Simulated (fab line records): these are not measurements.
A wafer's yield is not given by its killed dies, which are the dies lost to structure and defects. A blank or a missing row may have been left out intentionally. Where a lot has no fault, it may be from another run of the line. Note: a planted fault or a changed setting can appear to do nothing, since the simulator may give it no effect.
fab line records    flow n5-finfet
[record] lots = 12  wafers = 36  last-day = 18
route steps=1938 shown FIN_SAQP@131 PASSIVATION@1936
lots that met no fault: from a run of the same line without faults
start-h: hours from the record's opening day to when the first of the lot's shown wafers began    wait-h: how many hours have passed since the lot's step before this one    " same as the row above    L1.1+2: a row that stands for several wafers    - no value, or no start was given    * or withheld: withheld    < > ~ a bound
route shown NAME@n: names a module that has steps shown in the file, with the first one's number in the route    usual: average and standard deviation across the fault-free wafers    same: alike in all rows    chamber/n: place in a boat    sites: readings site by site    _std_site: their standard deviation    _edge_site: inner sites' mean taken away from outer sites' mean    radius-mm: how far each site lies from the wafer's centre    mask NAME#n: copy n    behind: the most recent tool/chamber to have shaped the wafer    hold: what put the lot on hold/how long, in hours/how the hold closed    device: transistor that didn't switch, given as n, p or np    end of line: the route-end tests of the same wafers    step lacking rows: just its recipe    killed: the dies lost at the first sort to structure and to defects; this is not the yield of the wafer    map: shows each die of a wafer: x if killed, . if not, _ if none is there
set.NAME: the setting as run; set.NAME@STEP: as run at that earlier step    model.NAME: the simulator's own value behind a step, which no gauge read
the route's steps for a sample of lots (tables are steps, rows are wafers)
services: when a tool's chamber went out of use (start-h, in hours from the record's first day, below 0 if earlier), for how many hours, and the reason
[[steps]]
[step N5_FIN_SAQP_MANDREL_ETCH_58]
[recipe] chemistry = HBr/Cl2  target = a-Si  target-depth-a = 450  bt-time-s = 10  stop-on = SiNx  mask-material = SiO2  over-etch-frac = 0.8  time-s = 27  pressure-mtorr = 10  icp-w = 800  bias-w = 75  HBr_flow_sccm = 150  Cl2_flow_sccm = 80  ends = end-point
[usual] drypump-motor-current-A = 5.7/0.58  oes-product-au = 0.696/0.015  throttle-valve-pct = 35.56/0.13
lot.wafer  tool       chamber  start-h  wait-h  drypump-motor-current-A  oes-product-au  rf-hours-counter-h  throttle-valve-pct
L730.2     rie-si-04  1        25.35    0.0     5.7                      0.703           121                 35.59
L730.3     "          3        "        "       6.8                      0.682           120                 35.52
L730.4     "          2        "        "       5.3                      0.701           -                   35.62
L731.2     rie-si-01  0        33.16    0.0     4.6                      0.707           129                 35.81
L731.3     "          1        "        "       5.6                      0.721           195                 35.45
L731.6     "          2        "        "       5.0                      0.702           -                   35.48
L736.3     rie-si-04  1        60.87    0.0     5.7                      0.698           121                 35.58
L736.4     "          0        "        "       6.3                      0.705           18                  35.66
L736.6     "          3        "        "       6.8                      0.697           -                   35.49
L739.3     rie-si-01  1        78.00    0.0     5.6                      0.717           196                 35.45
L739.4     "          3        "        "       5.8                      0.671           114                 35.46
L739.6     "          0        "        "       4.6                      0.703           -                   35.77
L742.1     rie-si-01  2        98.87    0.0     5.0                      0.695           33                  35.48
L742.2     "          0        "        "       4.7                      0.704           130                 35.80
L742.5     "          2        "        "       5.0                      0.697           -                   35.47
L744.2     rie-si-01  0        108.85   0.0     4.6                      0.699           130                 35.80
L744.3     "          3        "        "       5.8                      0.681           115                 35.45
L744.4     "          1        "        "       5.6                      0.722           197                 35.45
L746.1     rie-si-04  1        120.56   0.0     5.7                      0.711           122                 35.57
L746.3     "          2        "        "       5.3                      0.706           91                  35.61
L746.6     "          2        "        "       5.3                      0.704           -                   35.61
L747.1     rie-si-01  3        126.62   0.0     5.7                      0.674           115                 35.43
L747.3     "          2        "        "       5.0                      0.696           34                  35.48
L747.4     "          1        "        "       5.6                      0.727           197                 35.44
L748.3     rie-si-06  0        131.89   0.0     6.1                      0.692           63                  35.60
L748.4     "          3        "        "       6.0                      0.699           59                  35.23
L748.6     "          2        "        "       6.1                      0.720           -                   35.49
L750.4     rie-si-04  3        144.24   0.0     6.8                      0.691           123                 35.48
L750.5     "          1        "        "       5.7                      0.701           -                   35.58
L750.6     "          2        "        "       5.3                      0.703           -                   35.61
L751.1     rie-si-01  2        151.95   0.0     5.0                      0.683           34                  35.48
L751.3     "          0        "        "       4.6                      0.701           131                 35.82
L751.5     "          3        "        "       5.8                      0.674           -                   35.43
L753.3     rie-si-01  2        162.92   0.0     5.0                      0.689           34                  35.51
L753.4     "          1        "        "       5.7                      0.695           0                   35.66
L753.5     "          2        "        "       5.0                      0.696           -                   35.48
[step N5_FIN_SAQP_RECESS_63]
[recipe] chemistry = HF/NH3  target = SiO2  target-depth-a = 180  afs-cycles = 3  temp-c = 30  sublimation-temp-c = 180  sublimation-time-s = 60
[usual] drypump-motor-current-A = 6.1/0.6
lot.wafer  tool           chamber  start-h  wait-h  drypump-motor-current-A
L730.2     vapor-etch-02  1        25.43    0.1     4.9
L730.3     "              1        "        "       4.9
L730.4     "              0        "        "       6.4
L731.2     vapor-etch-01  1        33.24    0.1     6.4
L731.3     "              1        "        "       6.4
L731.6     "              0        "        "       6.3
L736.3     vapor-etch-02  0        61.07    0.2     6.3
L736.4     "              1        "        "       4.9
L736.6     "              1        "        "       4.9
L739.3     vapor-etch-01  1        78.20    0.2     6.4
L739.4     "              0        "        "       6.3
L739.6     "              0        "        "       6.3
L742.1     vapor-etch-01  0        98.95    0.1     6.3
L742.2     "              1        "        "       6.5
L742.5     "              1        "        "       6.5
L744.2     vapor-etch-01  0        108.93   0.1     6.4
L744.3     "              0        "        "       6.4
L744.4     "              1        "        "       6.5
L746.1     vapor-etch-02  0        120.65   0.1     6.4
L746.3     "              0        "        "       6.4
L746.6     "              1        "        "       4.9
L747.1     vapor-etch-02  0        126.70   0.1     6.4
L747.3     "              1        "        "       4.9
L747.4     "              0        "        "       6.4
L748.3     vapor-etch-02  1        132.09   0.2     4.9
L748.4     "              0        "        "       6.4
L748.6     "              0        "        "       6.4
L750.4     vapor-etch-01  0        144.48   0.2     6.4
L750.5     "              0        "        "       6.3
L750.6     "              1        "        "       6.4
L751.1     vapor-etch-01  1        152.03   0.1     6.4
L751.3     "              1        "        "       6.5
L751.5     "              0        "        "       6.4
L753.3     vapor-etch-01  1        163.13   0.2     6.5
L753.4     "              0        "        "       6.3
L753.5     "              0        "        "       6.4
[step N5_FIN_SAQP_ETCH_64]
[recipe] chemistry = CF4  target = SiO2  target-depth-a = 15  ion-energy-ev = 350  pressure-mtorr = 10  icp-w = 800  bias-w = 400  cf4-flow-sccm = 80
[usual] drypump-motor-current-A = 5.7/0.54  oes-product-au = 0.995/0.016  throttle-valve-pct = 21.77/0.16
lot.wafer  tool       chamber  start-h  wait-h  drypump-motor-current-A  oes-product-au  rf-hours-counter-h  throttle-valve-pct
L730.2     rie-si-06  3        27.46    0.0     6.0                      0.992           57                  21.42
L730.3     "          2        "        "       6.1                      0.992           103                 21.70
L730.4     "          0        "        "       6.1                      0.972           61                  21.80
L731.2     rie-si-06  0        35.35    0.0     6.0                      0.984           61                  21.80
L731.3     "          1        "        "       5.6                      0.977           123                 21.92
L731.6     "          2        "        "       6.1                      0.999           -                   21.69
L736.3     rie-si-06  0        62.56    0.0     6.1                      0.985           61                  21.79
L736.4     "          1        "        "       5.6                      0.979           123                 21.92
L736.6     "          0        "        "       6.1                      0.979           -                   21.79
L739.3     rie-si-06  0        79.89    0.0     6.1                      1.200           62                  21.87
L739.4     "          2        "        "       6.1                      1.009           104                 21.68
L739.6     "          3        "        "       6.0                      1.190           -                   21.46
L742.1     rie-si-01  1        101.02   0.0     5.6                      1.017           196                 21.93
L742.2     "          2        "        "       5.0                      0.981           33                  21.70
L742.5     "          0        "        "       4.7                      1.016           -                   21.98
L744.2     rie-si-06  0        110.76   0.0     6.1                      0.981           62                  21.79
L744.3     "          2        "        "       6.1                      1.210           104                 21.73
L744.4     "          3        "        "       6.0                      0.996           59                  21.42
L746.1     rie-si-04  0        122.46   0.1     6.3                      1.000           19                  21.76
L746.3     "          3        "        "       6.8                      0.968           122                 21.63
L746.6     "          2        "        "       5.3                      0.995           -                   21.74
L747.1     rie-si-01  0        128.72   0.0     4.6                      1.009           131                 22.00
L747.3     "          2        "        "       5.0                      0.986           34                  21.70
L747.4     "          3        "        "       5.7                      0.970           115                 21.70
L748.3     rie-si-04  1        134.54   0.0     5.7                      1.002           123                 21.97
L748.4     "          3        "        "       6.8                      0.968           122                 21.62
L748.6     "          1        "        "       5.7                      1.012           -                   21.98
L750.4     rie-si-01  3        146.73   0.0     5.8                      0.980           116                 21.70
L750.5     "          2        "        "       5.0                      0.995           -                   21.71
L750.6     "          3        "        "       5.8                      0.981           -                   21.72
L751.1     rie-si-01  3        153.62   0.0     5.8                      0.982           116                 21.70
L751.3     "          2        "        "       5.0                      0.993           34                  21.71
L751.5     "          3        "        "       5.8                      0.971           -                   21.70
L753.3     rie-si-01  2        164.71   0.0     5.0                      0.978           34                  21.70
L753.4     "          3        "        "       5.8                      0.976           116                 21.70
L753.5     "          3        "        "       5.8                      0.970           -                   21.69
[step N5_FIN_SAQP_INSPECT_40]
[recipe] inspect-instrument = brightfield  mode = aei
[usual] raw-defect-count = 239/65
lot.wafer  tool               chamber  start-h  wait-h  raw-defect-count
L730.2     defect-inspect-02  -        27.75    0.0     205
L730.3     "                  -        "        "       342
L730.4     "                  -        "        "       232
L731.2     defect-inspect-01  -        35.62    0.0     257
L731.3     "                  -        "        "       166
L731.6     "                  -        "        "       224
L736.3     defect-inspect-02  -        62.83    0.0     275
L736.4     "                  -        "        "       220
L736.6     "                  -        "        "       217
L739.3     defect-inspect-02  -        80.16    0.0     239
L739.4     "                  -        "        "       163
L739.6     "                  -        "        "       224
L742.1     defect-inspect-01  -        101.29   0.0     243
L742.2     "                  -        "        "       144
L742.5     "                  -        "        "       195
L744.2     defect-inspect-01  -        111.03   0.0     272
L744.3     "                  -        "        "       275
L744.4     "                  -        "        "       368
L746.1     defect-inspect-01  -        122.73   0.0     177
L746.3     "                  -        "        "       209
L746.6     "                  -        "        "       228
L747.1     defect-inspect-02  -        128.99   0.0     190
L747.3     "                  -        "        "       278
L747.4     "                  -        "        "       380
L748.3     defect-inspect-02  -        134.81   0.0     175
L748.4     "                  -        "        "       283
L748.6     "                  -        "        "       192
L750.4     defect-inspect-02  -        147.01   0.0     289
L750.5     "                  -        "        "       363
L750.6     "                  -        "        "       213
L751.1     defect-inspect-01  -        153.92   0.0     169
L751.3     "                  -        "        "       235
L751.5     "                  -        "        "       234
L753.3     defect-inspect-01  -        165.04   0.0     190
L753.4     "                  -        "        "       251
L753.5     "                  -        "        "       222
[step N5_PASSIVATION_PROBE_49]
[usual] killed_at_M0_to_M3 = 30/8.7  killed_at_M4_up = 14/5.4  killed-at-contacts = 11/6.4  killed-at-front-end = 40/12  killed-at-other = 3/3.1  killed-dies = 99/17  killed-open = 64/12  killed-short = 33/8.1
[same] gross-dies = 1180  killed-at-back-side = 0
lot.wafer  tool       chamber  start-h  wait-h  killed_at_M0_to_M3  killed_at_M4_up  killed-at-contacts  killed-at-front-end  killed-at-other  killed-dies  killed-open  killed-short
L731.2     prober-01  -        288.09   0.1     52                  14               3                   51                   2                122          88           33
L731.3     prober-01  -        288.14   0.1     51                  7                7                   43                   2                110          73           35
L731.6     prober-01  -        288.29   0.3     49                  8                9                   42                   3                111          60           51
L736.3     prober-02  -        312.58   0.1     19                  19               6                   30                   6                80           59           20
L739.3     prober-01  -        330.12   0.1     44                  15               9                   56                   5                129          78           51
L739.4     prober-01  -        330.17   0.2     35                  19               10                  48                   2                114          82           31
L739.6     prober-01  -        330.27   0.3     22                  18               10                  41                   3                94           63           30
L747.1     prober-02  -        388.34   0.0     44                  13               28                  53                   4                142          90           45
L747.3     prober-02  -        388.44   0.1     43                  13               31                  39                   6                132          86           43
L747.4     prober-02  -        388.49   0.2     23                  11               38                  58                   14               144          81           59
L744.2     prober-01  -        399.82   0.1     26                  14               10                  37                   5                92           57           34
L744.3     prober-01  -        399.87   0.1     21                  15               11                  63                   3                113          87           26
L744.4     prober-01  -        399.92   0.2     23                  18               12                  44                   0                97           56           41
L750.4     prober-01  -        406.48   0.2     30                  12               10                  26                   1                79           55           23
L750.5     prober-01  -        406.53   0.2     35                  23               6                   33                   12               109          68           33
L750.6     prober-01  -        406.58   0.3     34                  15               8                   29                   3                89           56           32
L753.3     prober-01  -        429.04   0.1     23                  15               7                   28                   0                73           40           33
L753.4     prober-01  -        429.09   0.2     40                  7                11                  42                   0                100          68           30
L753.5     prober-01  -        429.14   0.2     24                  20               17                  36                   3                100          71           29
// killed by level:class
L731.2 STI_FIN_REVEAL:geometric-particle:open=24 BEOL_M2:geometric-particle:open=13 BEOL_M0_SAQP:geometric-particle:open=11 BEOL_M3:geometric-particle:open=10 BEOL_M0_SAQP:geometric-particle:short=7 BEOL_M1:geometric-particle:open=6 STI_FIN_REVEAL:geometric-particle:short=5 FIN_SAQP:geometric-particle:short=4
L731.3 BEOL_M2:geometric-particle:open=15 STI_FIN_REVEAL:geometric-particle:open=11 BEOL_M3:geometric-particle:open=9 BEOL_M0_SAQP:geometric-particle:short=8 FIN_SAQP:geometric-particle:open=6 FIN_SAQP:geometric-particle:short=5 MOL_CONTACT_COAG:geometric-particle:open=5 BEOL_M1:geometric-particle:open=5
L731.6 BEOL_M0_SAQP:geometric-particle:short=12 BEOL_M0_SAQP:geometric-particle:open=12 FIN_SAQP:geometric-particle:short=10 STI_FIN_REVEAL:geometric-particle:open=9 BEOL_M2:geometric-particle:open=8 FIN_SAQP:geometric-particle:open=5 GATE_CUT:geometric-particle:short=5 MOL_CONTACT_COAG:geometric-particle:open=5
L736.3 BEOL_M3:geometric-particle:open=7 STI_FIN_REVEAL:geometric-particle:open=6 BEOL_M4:geometric-particle:open=6 MOL_CONTACT_COAG:geometric-particle:open=5 GATE_CUT:geometric-particle:short=4 GATE_CUT:geometric-particle:open=4 BEOL_M1:geometric-particle:open=4 MIM_TOP:geometric-particle:open=4
L739.3 BEOL_M0_SAQP:geometric-particle:short=19 BEOL_M0_SAQP:geometric-particle:open=14 FIN_SAQP:geometric-particle:short=10 GATE_CUT:geometric-particle:open=10 FIN_SAQP:geometric-particle:open=9 BEOL_M4:geometric-particle:open=9 GATE_CUT:geometric-particle:short=7 BEOL_M2:geometric-particle:open=7
L739.4 STI_FIN_REVEAL:geometric-particle:open=11 BEOL_M4:geometric-particle:open=11 BEOL_M0_SAQP:geometric-particle:open=9 MOL_CONTACT_COAG:geometric-particle:open=8 BEOL_M0_SAQP:geometric-particle:short=8 BEOL_M3:geometric-particle:open=8 GATE_CUT:geometric-particle:open=7 DUMMY_GATE:geometric-particle:open=5
L739.6 BEOL_M4:geometric-particle:open=14 FIN_SAQP:geometric-particle:open=13 FIN_SAQP:geometric-particle:short=8 BEOL_M0:geometric-particle:open=7 MOL_CONTACT_COAG:geometric-particle:open=6 BEOL_M0_SAQP:geometric-particle:short=6 MOL_CONTACT_COAG:geometric-particle:short=4 STARTING-WAFER:geometric-particle:open=4
L747.1 MOL_CONTACT_COAG:geometric-particle:open=25 STI_FIN_REVEAL:geometric-particle:open=12 BEOL_M0_SAQP:geometric-particle:short=12 GATE_CUT:geometric-particle:short=8 BEOL_M2:geometric-particle:open=8 BEOL_M0_SAQP:geometric-particle:open=7 BEOL_M3:geometric-particle:open=7 FIN_SAQP:geometric-particle:short=6
L747.3 MOL_CONTACT_COAG:geometric-particle:open=23 BEOL_M0_SAQP:geometric-particle:open=15 STI_FIN_REVEAL:geometric-particle:open=10 BEOL_M0_SAQP:geometric-particle:short=10 BEOL_M3:geometric-particle:open=9 FIN_SAQP:geometric-particle:open=8 MOL_CONTACT_COAG:geometric-particle:short=8 STI_FIN_REVEAL:geometric-particle:short=6
L747.4 MOL_CONTACT_COAG:geometric-particle:open=27 FIN_SAQP:geometric-particle:open=11 MOL_CONTACT_COAG:geometric-particle:short=11 FIN_SAQP:geometric-particle:short=10 STI_FIN_REVEAL:geometric-particle:open=8 GATE_CUT:geometric-particle:short=7 BEOL_M1:geometric-particle:open=5 BEOL_M0_SAQP:geometric-particle:open=5
L744.2 FIN_SAQP:geometric-particle:short=10 MOL_CONTACT_COAG:geometric-particle:open=10 BEOL_M0_SAQP:geometric-particle:open=9 STI_FIN_REVEAL:geometric-particle:open=5 BEOL_M0_SAQP:geometric-particle:short=5 GATE_CUT:geometric-particle:short=4 BEOL_M2:geometric-particle:open=4 FIN_SAQP:geometric-particle:open=3
L744.3 FIN_SAQP:geometric-particle:open=21 FIN_SAQP:geometric-particle:short=13 STI_FIN_REVEAL:geometric-particle:open=11 MOL_CONTACT_COAG:geometric-particle:open=11 BEOL_M4:geometric-particle:open=8 BEOL_M3:geometric-particle:open=6 BEOL_M2:geometric-particle:open=5 DUMMY_GATE:geometric-particle:open=5
L744.4 FIN_SAQP:geometric-particle:short=12 MOL_CONTACT_COAG:geometric-particle:open=11 FIN_SAQP:geometric-particle:open=7 BEOL_M5:geometric-particle:open=7 GATE_CUT:geometric-particle:short=6 BEOL_M4:geometric-particle:open=6 BEOL_M0_SAQP:geometric-particle:open=5 BEOL_M0_SAQP:geometric-particle:short=5
L750.4 BEOL_M1:geometric-particle:open=9 BEOL_M4:geometric-particle:open=9 MOL_CONTACT_COAG:geometric-particle:open=8 FIN_SAQP:geometric-particle:short=7 FIN_SAQP:geometric-particle:open=6 BEOL_M0_SAQP:geometric-particle:short=5 DUMMY_GATE:geometric-particle:open=4 BEOL_M0_SAQP:geometric-particle:open=4
L750.5 BEOL_M0_SAQP:geometric-particle:short=11 BEOL_M0_SAQP:geometric-particle:open=10 BEOL_M4:geometric-particle:open=9 GATE_CUT:geometric-particle:short=5 MOL_CONTACT_COAG:geometric-particle:open=5 BEOL_M2:geometric-particle:open=5 STARTING-WAFER:geometric-particle:short=5 HKMG_FIN:area-etch=5
L750.6 BEOL_M0_SAQP:geometric-particle:short=8 BEOL_M1:geometric-particle:open=6 MOL_CONTACT_COAG:geometric-particle:open=6 BEOL_M4:geometric-particle:open=6 FIN_SAQP:geometric-particle:short=5 BEOL_M0_SAQP:geometric-particle:open=5 DUMMY_GATE:geometric-particle:open=5 BEOL_M3:geometric-particle:open=5
L753.3 FIN_SAQP:geometric-particle:short=8 BEOL_M1:geometric-particle:open=6 BEOL_M2:geometric-particle:open=6 BEOL_M4:geometric-particle:open=6 MOL_CONTACT_COAG:geometric-particle:short=4 BEOL_M0_SAQP:geometric-particle:short=4 GATE_CUT:geometric-particle:short=3 MOL_CONTACT_COAG:geometric-particle:open=3
L753.4 BEOL_M2:geometric-particle:open=12 STI_FIN_REVEAL:geometric-particle:open=8 MOL_CONTACT_COAG:geometric-particle:open=8 BEOL_M0_SAQP:geometric-particle:open=7 FIN_SAQP:geometric-particle:short=6 BEOL_M0_SAQP:geometric-particle:short=6 FIN_SAQP:geometric-particle:open=5 DUMMY_GATE:geometric-particle:open=5
L753.5 MOL_CONTACT_COAG:geometric-particle:open=14 BEOL_M0_SAQP:geometric-particle:open=12 FIN_SAQP:geometric-particle:short=7 BEOL_M4:geometric-particle:open=7 STI_FIN_REVEAL:geometric-particle:open=6 BEOL_M0_SAQP:geometric-particle:short=6 FIN_SAQP:geometric-particle:open=5 BEOL_M5:geometric-particle:open=5
[[services]]
tool           chamber  start-h  hours  kind
rie-si-01      3        9.86     3.0    repair
rie-si-04      0        18.06    11.3   repair
rie-si-01      -        35.54    0.6    repair
rie-si-06      3        36.94    0.9    repair
vapor-etch-02  1        51.96    6.6    repair
rie-si-04      1        52.79    6.3    repair
rie-si-04      1        83.77    1.3    repair
rie-si-01      1        132.68   -      clean
rie-si-01      1        132.68   10.9   scheduled-down
rie-si-01      1        132.68   10.9   vent-cycle
rie-si-06      -        142.60   10.0   pm
[[key]]
[first-sign] step = N5_FIN_SAQP_ETCH_64  reading = oes-product-au  direction = up  sigmas = 13  usual = 0.995  struck = 1.200
effect none on later readings
met-at N5_FIN_SAQP_ETCH_64
struck-lots L739,L744
struck-wafers L739.3,L739.6,L744.3
tester-left-out L739,L744
not-acting-at N5_FIN_SAQP_MANDREL_ETCH_58,N5_FIN_SAQP_RECESS_63,N5_FIN_SAQP_INSPECT_40
onset-between 62.56 79.89
[fault] kind = process-parameter-drift  tool = rie-si-06  chamber = -  onset-h = 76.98  steps = N5_FIN_SAQP_ETCH_64  channel = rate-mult  offset = 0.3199  shape = step  end-h = 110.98  scope = struck-wafers-only
// tester-left-out: of these lots the tester's yield and bins aren't shown, on N5 and GAA mostly nor the transistor test; their killed dies are dies lost to structure and defects alone, not to doping, threshold or leakage, so they don't give the yield
